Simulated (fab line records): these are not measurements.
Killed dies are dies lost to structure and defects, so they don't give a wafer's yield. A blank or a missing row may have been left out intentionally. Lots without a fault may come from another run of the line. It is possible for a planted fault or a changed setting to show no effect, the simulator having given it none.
A lot that was struck, set against a sound lot    flow nand_harc    43 out of 1159 route steps
Sound: wafers L872.2, L872.3, L872.5. The struck wafers were L861.1, L861.3, L861.4. Last of all comes the cause.
For every step that has rows: the tool of each side, followed by ch and its chambers, followed by its first start. Under that, the readings that differ: sound wafers    struck wafers    difference of the means    sigmas: that difference in standard deviations of wafers without a fault.
alike: words and numbers the same on both sides, and readings whose means are apart by under 2 such deviations; not compared: readings that were withheld, readings missing a value for some wafer, numbers with overlapping values and no deviation given by the record, and bounds like >300 which may hide the same value.
Wherever a step has rows on one side only, a row that says differs or no value, or a row with sigmas, the two part there. When numbers do not overlap yet have no deviation, they are printed without sigmas and do not part them. Lack of a reading on every wafer of one side parts them only where that side has two or more wafers.

first, 12 steps without rows for these wafers: NHARC_P_GATE_PRECLEAN_71 (cleans in SC1); NHARC_P_GATE_SRD_72; NHARC_P_GATE_OXIDE_16 (material SiO2, target thk 3 nm, ox time 392 s); NHARC_P_GATE_CVD_17 (deposits poly-Si, target thk 150 nm, time 900 s); NHARC_P_GATE_HM_DEP_102 (deposits aC, target thk 120 nm); NHARC_P_GATE_DEP_103 (deposits SiON, target thk 30 nm); NHARC_P_GATE_DEHYDRATE_18 (time 120 s); NHARC_P_GATE_HMDS_19 (time 30 s); NHARC_P_GATE_COAT_20 (resist thk 90 nm); NHARC_P_GATE_SOFTBAKE_21 (time 55 s); NHARC_P_GATE_EBR_22; NHARC_P_GATE_EXPOSE_23 (exposes mask P GATE, target cd 120 nm).
NHARC_P_GATE_PEB_24: peb time 65 s.
  sound on litho_track-06 ch 0, day 9 09:23; struck on litho_track-01 ch 0, day 6 23:30
reading                   sound                 struck             difference  sigmas
heater_power_total_W (W)  157.1 156.2 156.6     150.4 150.6 150.3  -6.2        -16
plate_temp_C (C)          100.10 100.03 100.09  96.98 97.02 97.11  -3.04       -25
then, 1 step without rows for these wafers: NHARC_P_GATE_DEVELOP_25 (develop time 35 s).
NHARC_P_GATE_CD_MEAS_26: the cd target is 120 nm.
  sound on cd_sem-02 ch 0, day 9 09:28; struck on cd_sem-01 ch 0
reading     sound              struck             difference  sigmas
cd_nm (nm)  119.3 120.3 120.3  129.8 129.9 130.6  +10.1       +13
  not compared: hold
NHARC_P_GATE_OVL_MEAS_27:
  sound: overlay-02 at day 9 09:33; struck: overlay-01 at day 7 00:57
reading  sound  struck                                                                      difference                    sigmas
hold     - - -  await_dispo/1.1h/release await_dispo/1.1h/release await_dispo/1.1h/release  no value on the sound wafers  
  alike: overlay_x_nm, overlay_y_nm
NHARC_P_GATE_DESCUM_31: chemistry O2, time 3 s.
  sound on rie_diel-11 ch 1,2,3, day 9 09:39; struck on rie_diel-11 ch 0,1,2, day 7 01:05
reading                  sound                 struck                difference  sigmas
throttle_valve_pct (%)   11.326 11.329 11.323  11.316 11.308 11.292  -0.021      -2
model.P_GATE.cd_nm (nm)  118.2 120.8 120.9     131.5 130.3 130.4     +10.8       
  alike: drypump_motor_current_A, oes_product_au, rf_vpp_V, showerhead_plenum_p_Torr
  not compared: rf_hours_counter_h
then, 4 steps without rows for these wafers: NHARC_P_GATE_ETCH_104 (etches the open film in CF4/CHF3, target depth 60 nm); NHARC_P_GATE_HM_OPEN_105 (chemistry O2/COS, target depth 360 nm); NHARC_P_GATE_STRIP_106 (strips in O2/COS); NHARC_P_GATE_ETCH_114 (etches the open film in CF4/O2, target depth 30 nm, overetch 3 nm, time 16.5 s).
NHARC_P_GATE_ETCH_32: etches the open film in HBr/Cl2, target depth 150 nm, time 100.1 s.
  sound on rie_si-04 ch 2,3, day 9 10:10; struck on rie_si-04 ch 0,1,2, day 7 01:59
reading                  sound              struck             difference  sigmas
model.P_GATE.cd_nm (nm)  117.9 126.9 123.6  134.7 127.8 131.6  +8.6        
  alike: drypump_motor_current_A, oes_product_au, throttle_valve_pct
  not compared: rf_hours_counter_h
then, 1 step without rows for these wafers: NHARC_P_GATE_STRIP_108 (strips in O2).
NHARC_P_GATE_CD_MEAS_33:
  sound: cd_sem-03 at day 9 10:30; struck: cd_sem-03 at day 7 02:32
reading     sound        struck       difference  sigmas
cd_nm (nm)  118 127 124  136 128 134  +10         +3
  not compared: hold
then, 16 steps without rows for these wafers: NHARC_P_GATE_PRECLEAN_73 (cleans in SC1); NHARC_P_GATE_SRD_74; NHARC_P_GATE_ALD_36 (deposits SiNx, target thk 20 nm, pulse time 60 s, ald cycles 223); NHARC_P_GATE_ETCHBACK_37 (etches the open film in CHF3/O2, target depth 34.5 nm, time 17.2 s); NHARC_P_GATE_STRIP_101 (strips in O2, time 20 s); NHARC_P_GATE_PRECLEAN_97 (cleans in SPM, time 600 s); NHARC_P_GATE_SRD_98; NHARC_P_GATE_PRECLEAN_99 (cleans in SC1); NHARC_P_GATE_SRD_100; NHARC_P_GATE_DEHYDRATE_38 (time 120 s); NHARC_P_GATE_HMDS_39 (time 30 s); NHARC_P_GATE_COAT_40; NHARC_P_GATE_SOFTBAKE_41 (time 95 s); NHARC_P_GATE_EBR_42; NHARC_P_GATE_EXPOSE_43 (exposes mask P NSD, target cd 720 nm); NHARC_P_GATE_PEB_44 (peb time 85 s).
-- record jumps: 14 days separate the struck wafers' starts on either side; left off in module P_GATE, taken up again in module A_M0, whose first shown step is the route's number 1007 --
NHARC_A_M0_DESCUM_14: chemistry O2, time 3 s.
  sound on rie_diel-08 ch 0,2,3, day 22 01:23; struck on rie_diel-08 ch 0,1,3, day 21 11:35
  alike: drypump_motor_current_A, oes_product_au, rf_vpp_V, showerhead_plenum_p_Torr, throttle_valve_pct
  not compared: rf_hours_counter_h, model.A_M0.cd_nm
NHARC_A_M0_ETCH_15: etches the open film in C4F8/Ar, target depth 150 nm, overetch 15 nm, time 82.5 s.
  sound on rie_diel-08 ch 0,2,3; struck on rie_diel-08 ch 0,1,2
  alike: oes_product_au, rf_vpp_V
  not compared: rf_hours_counter_h, model.A_M0.cd_nm
NHARC_END_SORT_01:
  sound on prober-02 ch 0, day 23 22:08; struck on prober-01 ch 0, day 22 21:01
reading              sound  struck                                                                      difference                    sigmas
hold                 - - -  await_dispo/1.5h/release await_dispo/1.5h/release await_dispo/1.5h/release  no value on the sound wafers  
killed_at_periphery  3 2 0  6 5 5                                                                       +4                            +2
  alike: killed_at_array, killed_at_other, killed_dies, killed_open, killed_short

== WHERE THEY PART ==
Earliest at NHARC_P_GATE_PEB_24; latest, in this record, at NHARC_END_SORT_01.

WHY: what had been put in by the simulator
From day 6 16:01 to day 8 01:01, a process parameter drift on litho_track-01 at NHARC_P_GATE_PEB_24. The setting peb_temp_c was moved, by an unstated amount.
